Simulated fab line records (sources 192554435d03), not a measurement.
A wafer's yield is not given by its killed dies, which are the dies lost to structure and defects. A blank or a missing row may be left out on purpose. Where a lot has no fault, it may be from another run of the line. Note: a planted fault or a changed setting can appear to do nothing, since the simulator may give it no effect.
A struck lot beside a sound one    flow n5Finfet    36 out of 1938 route steps
Sound: these wafers, L459.2, L459.3, L459.6. The struck wafers were L474.1, L474.2, L474.6. The cause is named last.
Each step with rows lists, per side, the tool, then ch with its chambers, then its first start. Under that, the readings that differ: sound wafers    struck wafers    difference of the means    sigmas: that difference in standard deviations of wafers without a fault.
alike: readings with means less than 2 such deviations apart, plus words and numbers identical on both sides. not compared: withheld readings, readings lacking a value on some wafer, bounds such as >300 that could conceal the same value, and numbers that have no deviation in the record and whose values overlap.
A row with sigmas, a row that says differs or no value, or rows on one side alone: a step with any of these is where the two part. Non-overlapping numbers with no deviation appear without sigmas and do not part them. A reading that every wafer of one side lacks parts them only if that side has two wafers or more.

first, 9 steps without rows for these wafers: N5_BEOL_M4_ANNEAL_95 (time 240 s); N5_BEOL_M4_SPUTTER_96 (material Cu, target thk 4.5 nm, time 8.29 s); N5_BEOL_M4_ECD_50 (material Cu, target thk 300 nm); N5_BEOL_M4_ANNEAL_51 (time 90 s); N5_BEOL_M4_CMP_52 (polishes, stops on SiOC, t overpolish 6.8 s, target thk 40 nm); N5_BEOL_M4_PRE_CLEAN_60 (time 15 s); N5_BEOL_M4_CO_CAP_55 (material Co, precursor CCTBA/H2, target thk 2 nm, time 102.1 s); N5_BEOL_M4_PRE_CLEAN_56 (time 15 s); N5_BEOL_M4_DEP_57 (deposits SiCN from 3MS/NH3, target thk 8 nm, time 14 s).
N5_BEOL_M4_RC_MEAS_101:
  sound on prober-02 ch 0, day 8 11:55; struck on prober-01 ch 0, day 12 12:58
  alike: DIBL_N, DIBL_P, IOFF_N, IOFF_P, ION_N, ION_P, SS_N, SS_P, VT_N, VT_P
then, 24 steps without rows for these wafers: N5_BEOL_M5_ILD_DEP_00 (deposits SiCOH lowk from DEMS/porogen, target thk 140.64 nm, time 25.9 s); N5_BEOL_M5_CURE_79 (cures SiCOH lowk, time 240 s); N5_BEOL_M5_PECVD_70 (deposits SiO2 from TEOS/O2, target thk 16 nm, time 18 s); N5_BEOL_M5_HM_DEP_02 (deposits TiN, target thk 20 nm); N5_BEOL_M5_COAT_59 (time 60 s, resist thk 60 nm); N5_BEOL_M5_COAT_60 (time 60 s, resist thk 12 nm); N5_BEOL_M5_COAT_71 (time 60 s, resist thk 5 nm); N5_BEOL_M5_COAT_05 (resist thk 30 nm); N5_BEOL_M5_EBR_07; N5_BEOL_M5_SOFTBAKE_06 (time 60 s); N5_BEOL_M5_EXPOSE_08 (exposes mask M5, target cd 28 nm); N5_BEOL_M5_PEB_09 (peb time 60 s); N5_BEOL_M5_DEVELOP_10 (develop time 30 s); N5_BEOL_M5_DESCUM_16 (chemistry O2, time 7 s); N5_BEOL_M5_ETCH_72 (etches underlayer in N2/H2, target depth 6.5 nm, time 5.2 s); N5_BEOL_M5_ETCH_61 (etches SiARC in CF4, target depth 15.6 nm, time 26 s); N5_BEOL_M5_ETCH_62 (etches SOC in N2/H2, target depth 75 nm, overetch 15 nm, time 112.5 s); N5_BEOL_M5_STRIP_63 (strips in N2/H2); N5_BEOL_M5_STRIP_73 (strips in N2/H2); N5_BEOL_M5_STRIP_64 (strips in CF4); N5_BEOL_M5_HM_OPEN_17 (chemistry Cl2/BCl3, target TiN, target depth 20 nm, overetch 6 nm); N5_BEOL_M5_STRIP_19 (strips in O2); N5_BEOL_M5_COAT_65 (time 60 s, resist thk 60 nm); N5_BEOL_M5_COAT_66 (time 60 s, resist thk 12 nm).
-- record jumps: 3 days separate the struck wafers' starts on either side; left off in module BEOL_M5, taken up again in module BEOL_M12, whose first shown step is the route's number 1637 --
N5_BEOL_M12_ETCH_68: etches SOC in N2/H2, time 285 s.
  sound on rieDiel-05 ch 1,2,3, day 11 13:38; struck on rieDiel-05 ch 0,1,2, day 15 19:03
  no value came back on the struck wafers for any of 7 readings (biasW (W), chamberPressureMTorr (mTorr) and others); on the sound wafers biasW (W) reads 351.0 349.6 351.6
reading                                     sound           struck           difference  sigmas
model.coat_of_BEOL_M12_COAT_22.thkNm (nm)   0 0 0           212 213 212.6    +213        
model.SiARC_of_BEOL_M12_COAT_66.thkNm (nm)  86.4 85.6 86.4  110.4 110.4 110  +24.1       
  not compared: rfHoursCounterH
N5_PASSIVATION_PROBE_49:
  only the struck wafers here have rows in the record (prober-02, day 17 14:32); the sound ones have none

WHERE THEY PART
Earliest at N5_BEOL_M12_ETCH_68; latest, in this record, at N5_PASSIVATION_PROBE_49.

WHY: the cause the simulator had injected
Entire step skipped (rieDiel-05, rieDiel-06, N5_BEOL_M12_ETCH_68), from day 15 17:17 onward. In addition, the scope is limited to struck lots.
